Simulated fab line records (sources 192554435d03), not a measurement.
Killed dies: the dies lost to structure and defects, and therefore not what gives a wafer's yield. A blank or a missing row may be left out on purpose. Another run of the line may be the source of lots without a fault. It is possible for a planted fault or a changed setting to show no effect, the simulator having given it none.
A lot that was struck, set against a sound lot -- flow n5_finfet -- 16 out of 1938 route steps
Sound: these wafers, L494.1, L494.4, L494.5. Struck: wafer L489.6. (L489.4 of the same lot was not struck and is left out.) The cause comes at the end.
Each step with rows lists, per side, the tool, then ch with its chambers, then its first start. Under that, the readings that differ: sound wafers -- struck wafers -- difference of the means -- sigmas: that difference in standard deviations of wafers without a fault.
alike: words and numbers the same on both sides, and readings whose means are apart by under 2 such deviations; not compared: readings that were withheld, readings missing a value for some wafer, numbers with overlapping values and no deviation given by the record, and bounds like >300 which may hide the same value.
Wherever a step has rows on one side only, a row that says differs or no value, or a row with sigmas, the two part there. Numbers that don't overlap but have no deviation are shown without sigmas and don't part them. A reading that every wafer of one side lacks parts them only if that side has two wafers or more.

N5_MOL_CONTACT_COAG_STRIP_98: strips in N2/H2.
  sound on rie_diel-02 ch 1,3, day 8 02:29; struck on rie_diel-01 ch 1, day 6 16:30
reading,sound,struck,difference,sigmas
h2_flow_sccm (sccm),300.8 300.9 300.8,298.8,-2.0,-2
  alike: drypump_motor_current_A, oes_product_au, rf_vpp_V, showerhead_plenum_p_Torr, throttle_valve_pct
  not compared: rf_hours_counter_h
N5_MOL_CONTACT_COAG_CD_MEAS_99 targets a cd of 17.2 nm.
  sound: cd_sem-03 at day 8 02:34; struck: cd_sem-02 at day 6 16:34
  alike: cd_nm
then, 2 steps without rows for these wafers: N5_MOL_CONTACT_COAG_IMPLANT_129; N5_MOL_CONTACT_COAG_PRECLEAN_111 (cleans in NF3:NH3, afs cycles 1, time 20 s, sublimation time 60 s).
N5_MOL_CONTACT_COAG_TI_SIL_19: material Ti, target thk 4.2 nm, time 15 s.
  sound: pvd_sputter-03 at day 8 03:01; struck: pvd_sputter-02 at day 6 18:44
  alike: susceptor_temp_C, throttle_valve_pct
then, 3 steps without rows for these wafers: N5_MOL_CONTACT_COAG_ALD_20 (deposits TiN, target thk 1.5 nm, pulse time 1 s, purge time 3 s); N5_MOL_CONTACT_COAG_SIL_ANNEAL_21 (time 60 s); N5_MOL_CONTACT_COAG_PRE_CLEAN_141 (time 60 s).
N5_MOL_CONTACT_COAG_SPUTTER_143: material Co, target thk 2.5 nm.
  sound: pvd_sputter-01 at day 8 07:34; struck: pvd_sputter-03 at day 6 21:07
  alike: susceptor_temp_C, throttle_valve_pct
N5_MOL_CONTACT_COAG_CO_FILL_22: material Co, precursor CCTBA/H2, target thk 20 nm.
  sound on cvd_co-01 ch 0,1,2, day 8 07:41; struck on cvd_co-02 ch 1, day 6 21:31
  alike: heater_power_w, susceptor_temp_C
then, 1 step without rows for these wafers: N5_MOL_CONTACT_COAG_ANNEAL_113 (time 300 s).
N5_MOL_CONTACT_COAG_PRE_CLEAN_142: time 60 s.
  sound: pvd_sputter-03 at day 8 09:18; struck: pvd_sputter-01 at day 6 23:55
  alike: heater_power_w, susceptor_temp_C
N5_MOL_CONTACT_COAG_SPUTTER_130: material Co, target thk 47.5 nm.
  sound: pvd_sputter-03 at day 8 09:22; struck: pvd_sputter-01 at day 6 23:58
reading,sound,struck,difference,sigmas
model.Co_of_MOL_CONTACT_COAG_SPUTTER_130.thk_nm (nm),48.2 47.4 48,31,-17,
  alike: susceptor_temp_C, throttle_valve_pct
then, 1 step without rows for these wafers: N5_MOL_CONTACT_COAG_PRECLEAN_125 (cleans in DIW, time 57.5 s).
-- a jump in the record: the struck wafers' starts before and after are 3 days apart (it breaks off in module MOL_CONTACT_COAG and resumes in module BEOL_M4, where the first step shown is number 1111 of the route) --
N5_BEOL_M4_RC_MEAS_101:
  sound on prober-01 ch 0, day 11 06:27; struck on prober-01 ch 0, day 9 23:10
reading,sound,struck,difference,sigmas
IOFF_P (nA/um),0.281 0.304 0.271,0.221,-0.064,-2
SS_P (mV/dec),73.4 73.7 74.0,72.5,-1.2,-2
  alike: DIBL_N, DIBL_P, IOFF_N, ION_N, ION_P, SS_N, VT_N, VT_P
after that, 1 step had no rows for these wafers: N5_PASSIVATION_PROBE_49.

== WHERE THEY PART ==
First at N5_MOL_CONTACT_COAG_STRIP_98; last, within this record, at N5_BEOL_M4_RC_MEAS_101.

WHY: what had been put in by the simulator
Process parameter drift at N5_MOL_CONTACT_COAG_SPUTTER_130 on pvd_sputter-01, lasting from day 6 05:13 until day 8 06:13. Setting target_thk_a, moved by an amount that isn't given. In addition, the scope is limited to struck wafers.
